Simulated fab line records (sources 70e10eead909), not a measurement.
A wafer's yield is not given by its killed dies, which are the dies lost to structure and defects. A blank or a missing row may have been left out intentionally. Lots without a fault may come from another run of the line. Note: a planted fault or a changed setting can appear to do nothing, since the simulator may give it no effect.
fab line records	flow nand-harc
record: lots: 14	wafers: 42	last-day: 33
route steps=1302 shown A_SOURCE_PLATE@420 A_ONON_D1@436 A_CHANNEL_HOLE_D1@451 END@1302
lots with no fault: from the same line, run without faults
start-h: hours from the record's first day to the start of the lot's first wafer shown	wait-h: hours elapsed since this lot's preceding step	" unchanged from the row above	L1.1+2: one row covering several wafers at once	- either no value or no given start	* or withheld: withheld	< > ~ a bound
route shown NAME@n: NAME is a module with steps in the file, n the number in the route of the first one	usual: the fault-free wafers' mean and standard deviation	same: alike in all rows	chamber/n: place in a boat	sites: per-site readings	_std_site: their standard deviation	_edge_site: the outer-site mean with the inner-site mean subtracted	radius-mm: for every site, how far away it sits from the centre of the wafer	mask NAME#n: copy n	behind: the last tool/chamber to shape the wafer	hold: the reason the lot was held/the length of the hold in hours/how it ended	device: names the non-switching transistor (n, p or np)	end of line: tests run on the same wafers once the route is complete	where a step has no rows: the recipe by itself	killed: dies that structure and defects cost at the first sort, which is not the same as the wafer's yield	map: per-die view of a wafer (x killed, . not killed, _ where there is no die)
set.NAME: the setting the step ran with; set.NAME@STEP: the setting that earlier step ran with	model.NAME: the simulator's own value behind a step, which no gauge read
steps of the route over a sample of lots; a table a step, a row a wafer
services: the hour from which a tool's chamber was out of use, counted from the record's first day as start-h (under 0 if before that day), plus the number of hours and why
== steps ==
step: NHARC_A_SOURCE_PLATE_THK_MEAS_06
recipe: thk-meas-gauge: ellipsometry
usual: thk-nm: 200.0/2.2
lot.wafer	tool	chamber	start-h	wait-h	thk-nm
L673.1	film-metro-02	-	177.45	0.4	196.6
L673.4	"	-	"	"	199.1
L673.5	"	-	"	"	197.7
L675.2	film-metro-01	-	202.52	0.4	197.1
L675.4	"	-	"	"	200.9
L675.6	"	-	"	"	200.6
L676.1	film-metro-02	-	207.33	0.4	197.7
L676.4	"	-	"	"	197.1
L676.6	"	-	"	"	199.2
L677.1	film-metro-02	-	213.06	0.4	198.9
L677.2	"	-	"	"	197.8
L677.6	"	-	"	"	201.2
L678.1	film-metro-02	-	221.34	0.4	202.0
L678.2	"	-	"	"	203.6
L678.3	"	-	"	"	200.3
L679.1	film-metro-01	-	230.86	0.4	198.5
L679.3	"	-	"	"	197.3
L679.5	"	-	"	"	198.7
L682.1	film-metro-01	-	262.78	0.4	203.1
L682.3	"	-	"	"	200.3
L682.4	"	-	"	"	205.5
L685.1	film-metro-02	-	304.72	0.4	200.9
L685.3	"	-	"	"	204.5
L685.4	"	-	"	"	203.5
L687.1	film-metro-02	-	304.72	0.4	198.6
L687.2	"	-	"	"	198.3
L687.6	"	-	"	"	200.2
L688.3	film-metro-01	-	324.32	0.4	198.5
L688.4	"	-	"	"	199.6
L688.5	"	-	"	"	201.5
L689.1	film-metro-02	-	331.50	0.4	200.5
L689.2	"	-	"	"	199.9
L689.6	"	-	"	"	203.5
L692.1	film-metro-02	-	366.41	0.4	201.6
L692.4	"	-	"	"	198.8
L692.6	"	-	"	"	205.1
L694.1	film-metro-01	-	376.18	0.4	201.9
L694.2	"	-	"	"	200.1
L694.4	"	-	"	"	200.4
L695.1	film-metro-02	-	394.85	0.4	203.5
L695.4	"	-	"	"	205.0
L695.6	"	-	"	"	202.2
step: NHARC_A_ONON_D1_DEP_16
recipe: target-thk-a: 10000	n2-flow-sccm: 2750	n2o-flow-sccm: 2000	nh3-flow-sccm: 500	sih4-flow-sccm: 210	temp-c: 400
usual: sih4-flow-sccm: 210.1/0.62
lot.wafer	tool	chamber	start-h	wait-h	sih4-flow-sccm
L673.1	pecvd-onon-04	0	187.91	0.1	209.8
L673.4	"	0	"	"	210.4
L673.5	"	0	"	"	210.9
L676.1	pecvd-onon-02	0	214.21	0.1	209.8
L676.4	"	0	"	"	210.3
L676.6	"	0	"	"	210.5
L675.2	pecvd-onon-04	0	214.27	0.1	209.9
L675.4	"	0	"	"	210.5
L675.6	"	0	"	"	210.4
L677.1	pecvd-onon-03	0	223.24	0.1	209.8
L677.2	"	0	"	"	211.2
L677.6	"	0	"	"	210.0
L678.1	pecvd-onon-04	0	231.56	0.1	210.9
L678.2	"	0	"	"	210.6
L678.3	"	0	"	"	210.4
L679.1	pecvd-onon-03	0	241.02	0.1	209.4
L679.3	"	0	"	"	210.4
L679.5	"	0	"	"	210.0
L682.1	pecvd-onon-03	0	272.97	0.1	210.2
L682.3	"	0	"	"	211.0
L682.4	"	0	"	"	209.0
L687.1	pecvd-onon-03	0	318.29	0.1	210.2
L687.2	"	0	"	"	211.5
L687.6	"	0	"	"	211.5
L685.1	pecvd-onon-03	0	318.63	0.4	210.0
L685.3	"	0	"	"	211.3
L685.4	"	0	"	"	210.8
L688.3	pecvd-onon-02	0	334.67	0.2	210.1
L688.4	"	0	"	"	210.6
L688.5	"	0	"	"	209.8
L689.1	pecvd-onon-04	0	342.45	0.1	210.9
L689.2	"	0	"	"	210.1
L689.6	"	0	"	"	210.2
L692.1	pecvd-onon-04	0	378.36	0.1	209.8
L692.4	"	0	"	"	209.0
L692.6	"	0	"	"	209.8
L694.1	pecvd-onon-02	0	386.90	0.1	210.0
L694.2	"	0	"	"	210.6
L694.4	"	0	"	"	210.9
L695.1	pecvd-onon-03	0	405.16	0.1	209.7
L695.4	"	0	"	"	208.8
L695.6	"	0	"	"	210.7
step: NHARC_A_ONON_D1_THK_MEAS_18
recipe: thk-meas-gauge: ellipsometry
usual: thk-nm: 1002/8.3
lot.wafer	tool	chamber	start-h	wait-h	thk-nm
L673.1	film-metro-01	-	188.41	-	1005
L673.4	"	-	"	"	1002
L673.5	"	-	"	"	1003
L675.2	film-metro-01	-	214.72	-	995
L675.4	"	-	"	"	997
L675.6	"	-	"	"	995
L676.1	film-metro-02	-	214.72	-	1009
L676.4	"	-	"	"	1012
L676.6	"	-	"	"	1010
L677.1	film-metro-02	-	223.75	-	998
L677.2	"	-	"	"	997
L677.6	"	-	"	"	996
L678.1	film-metro-01	-	232.08	-	1011
L678.2	"	-	"	"	1011
L678.3	"	-	"	"	1010
L679.1	film-metro-02	-	241.54	-	1003
L679.3	"	-	"	"	1006
L679.5	"	-	"	"	1006
L682.1	film-metro-02	-	273.49	-	996
L682.3	"	-	"	"	998
L682.4	"	-	"	"	997
L687.1	film-metro-02	-	318.79	-	1583
L687.2	"	-	"	"	1583
L687.6	"	-	"	"	1582
L685.1	film-metro-02	-	319.14	-	1579
L685.3	"	-	"	"	1580
L685.4	"	-	"	"	1580
L688.3	film-metro-01	-	335.07	-	995
L688.4	"	-	"	"	994
L688.5	"	-	"	"	994
L689.1	film-metro-02	-	342.96	-	999
L689.2	"	-	"	"	1002
L689.6	"	-	"	"	1002
L692.1	film-metro-01	-	378.87	-	994
L692.4	"	-	"	"	993
L692.6	"	-	"	"	994
L694.1	film-metro-01	-	387.42	-	1019
L694.2	"	-	"	"	1016
L694.4	"	-	"	"	1017
L695.1	film-metro-01	-	405.67	-	1010
L695.4	"	-	"	"	1012
L695.6	"	-	"	"	1013
step: NHARC_A_CHANNEL_HOLE_D1_DEP_01
recipe: target-thk-a: 1400	target-thk-nm: 140	temp-c: 400	pressure-torr: 3.5	flow-sccm: 200	rf-w: 350	material: SiON
usual: heater-power-w: 768/65
lot.wafer	tool	chamber	start-h	wait-h	heater-power-w
L673.1	pecvd-01	2	197.00	1.6	880
L673.4	"	2	"	"	856
L673.5	"	0	"	"	848
L675.2	pecvd-01	1	219.49	1.3	746
L675.6	"	1	"	"	750
L675.4	"	0	"	"	842
L676.1	pecvd-04	1	219.72	1.7	752
L676.6	"	0	"	"	717
L676.4	"	1	"	"	770
L677.2	pecvd-01	1	228.64	1.3	753
L677.1	"	2	"	"	859
L677.6	"	2	"	"	726
L678.3	pecvd-01	1	236.90	1.0	809
L678.2	"	2	"	"	714
L678.1	"	0	"	"	775
L679.1	pecvd-01	2	247.59	1.6	793
L679.3	"	0	"	"	705
L679.5	"	1	"	"	772
L682.3	pecvd-01	1	278.33	1.0	809
L682.1	"	2	"	"	773
L682.4	"	1	"	"	812
L688.3	pecvd-02	0	342.42	1.0	700
L688.5	"	0	"	"	724
L688.4	"	1	"	"	643
L689.1	pecvd-01	0	347.79	1.6	841
L689.2	"	1	"	"	760
L689.6	"	0	"	"	849
L692.1	pecvd-02	0	386.62	1.6	686
L692.4	"	1	"	"	720
L692.6	"	2	"	"	879
L694.1	pecvd-01	2	395.76	1.6	866
L694.2	"	0	"	"	744
L694.4	"	0	"	"	752
L695.1	pecvd-02	1	410.47	1.6	631
L695.4	"	1	"	"	634
L695.6	"	2	"	"	852
step: NHARC_END_SORT_01
recipe: temp-c: 25
usual: killed-at-array: 59/17	killed-at-other: 0.9/1.6	killed-at-periphery: 3.7/2.3	killed-dies: 64/17	killed-open: 3.3/1.8	killed-short: 2.4/1.6
same: gross-dies: 677
lot.wafer	tool	chamber	start-h	wait-h	killed-at-array	killed-at-other	killed-at-periphery	killed-dies	killed-open	killed-short
L685.1	prober-01	0	700.55	2.5	673	0	4	677	3	4
L685.3	prober-01	0	702.15	3.1	676	1	0	677	4	2
L685.4	prober-01	0	702.94	3.4	675	0	2	677	3	0
L687.1	prober-01	0	716.15	2.5	676	0	1	677	4	2
L687.2	prober-01	0	716.95	2.8	674	0	3	677	1	7
L687.6	prober-01	0	720.13	4.0	668	0	9	677	2	2
killed by level:class
L685.1 A_ONON_D1:area-dep=612 A_CHANNEL_HOLE_D1:chamber-film-flake=20 A_CHANNEL_HOLE_D2:chamber-film-flake=17 A_CONTACT:chamber-film-flake=5 A_BLC:chamber-film-flake=4 A_ZERO_WELL:chamber-film-flake=3 A_SLIT:chamber-film-flake=3 A_CHANNEL_FILL_D1:geometric-particle:open=2
L685.3 A_ONON_D1:area-dep=610 A_CHANNEL_HOLE_D1:chamber-film-flake=28 A_CHANNEL_HOLE_D2:chamber-film-flake=14 A_CONTACT:chamber-film-flake=6 A_BLC:chamber-film-flake=3 A_CHANNEL_HOLE_D1:geometric-particle:open=2 A_ZERO_WELL:chamber-film-flake=2 A_SLIT:chamber-film-flake=2
L685.4 A_ONON_D1:area-dep=601 A_CHANNEL_HOLE_D1:chamber-film-flake=28 A_CHANNEL_HOLE_D2:chamber-film-flake=26 A_CONTACT:chamber-film-flake=11 P_BONDPAD:chamber-film-flake=2 A_WL_FILL:chamber-film-flake=2 A_CHANNEL_HOLE_D1:geometric-particle:open=1 A_CHANNEL_FILL_D1:geometric-particle:open=1
L687.1 A_ONON_D1:area-dep=591 A_CHANNEL_HOLE_D1:chamber-film-flake=42 A_CHANNEL_HOLE_D2:chamber-film-flake=19 A_STAIRCASE:chamber-film-flake=7 A_CONTACT:chamber-film-flake=6 A_SLIT:chamber-film-flake=3 A_M0:geometric-particle:open=2 A_WL_FILL:chamber-film-flake=2
L687.2 A_ONON_D1:area-dep=592 A_CHANNEL_HOLE_D2:chamber-film-flake=23 A_CHANNEL_HOLE_D1:chamber-film-flake=21 A_STAIRCASE:chamber-film-flake=16 A_CONTACT:chamber-film-flake=7 P_GATE:chamber-film-flake=3 A_SLIT:chamber-film-flake=3 A_WL_FILL:geometric-particle:short=2
L687.6 A_ONON_D1:area-dep=590 A_CHANNEL_HOLE_D1:chamber-film-flake=34 A_CHANNEL_HOLE_D2:chamber-film-flake=21 A_CONTACT:chamber-film-flake=7 A_STAIRCASE:chamber-film-flake=6 P_GATE:chamber-film-flake=4 P_STI:chamber-film-flake=3 A_ZERO_WELL:chamber-film-flake=3
== services ==
tool	chamber	start-h	hours	kind
pecvd-02	-	164.91	1.5	repair
pecvd-onon-02	-	185.00	13.0	pm
pecvd-01	1	189.59	2.5	repair
pecvd-04	2	220.10	2.2	repair
pecvd-04	-	221.95	0.5	repair
pecvd-onon-03	-	227.00	13.0	pm
pecvd-02	2	263.34	5.8	repair
pecvd-02	-	266.60	13.0	pm
pecvd-02	0	266.60	13.0	vent-cycle
pecvd-02	1	266.60	13.0	vent-cycle
pecvd-04	-	269.20	13.0	pm
pecvd-01	-	311.22	13.0	pm
pecvd-01	0	311.22	13.0	vent-cycle
pecvd-01	1	311.22	13.0	vent-cycle
pecvd-01	2	311.22	13.0	vent-cycle
pecvd-onon-04	-	311.35	13.0	pm
pecvd-01	0	324.22	-	clean
pecvd-01	1	324.22	-	clean
pecvd-01	2	324.22	-	clean
pecvd-onon-02	-	366.00	13.0	pm
pecvd-04	2	369.92	9.6	repair
pecvd-onon-03	-	377.52	1.9	repair
pecvd-04	-	403.21	0.5	repair
pecvd-onon-03	-	408.00	13.0	pm
== key ==
first-sign: step: NHARC_A_ONON_D1_THK_MEAS_18	reading: thk-nm	direction: up	sigmas: 70	usual: 1002	struck: 1581
effect: step: NHARC_END_SORT_01	reading: killed-at-array	direction: up	sigmas: 37	usual: 59	struck: 674
more-kills-born-at: NHARC_A_ONON_D1_DEP_16@pecvd-onon-03: 3596
met-at NHARC_A_ONON_D1_DEP_16
struck-lots L685,L687
struck-wafers L685.1,L685.3,L685.4,L687.1,L687.2,L687.6
later-rows-left-out L685.1,L685.3,L685.4,L687.1,L687.2,L687.6
tester-left-out L685,L687
not-acting-at NHARC_A_SOURCE_PLATE_THK_MEAS_06,NHARC_A_CHANNEL_HOLE_D1_DEP_01
onset-between 272.97 318.29
fault: kind: process-parameter-drift	tool: pecvd-onon-03	chamber: 0	onset-h: 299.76	steps: NHARC_A_ONON_D1_DEP_16	channel: target-thk-a	offset: *	shape: step	end-h: 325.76	acts-in: *	stated: *
tester-left-out: of these lots the tester's yield and bins aren't shown, on N5 and GAA mostly nor the transistor test; their killed dies are dies lost to structure and defects alone, not to doping, threshold or leakage, so they don't give the yield
later-rows-left-out: the simulator's readings of these wafers behind a module that went badly wrong aren't trusted and aren't shown, but for the sort
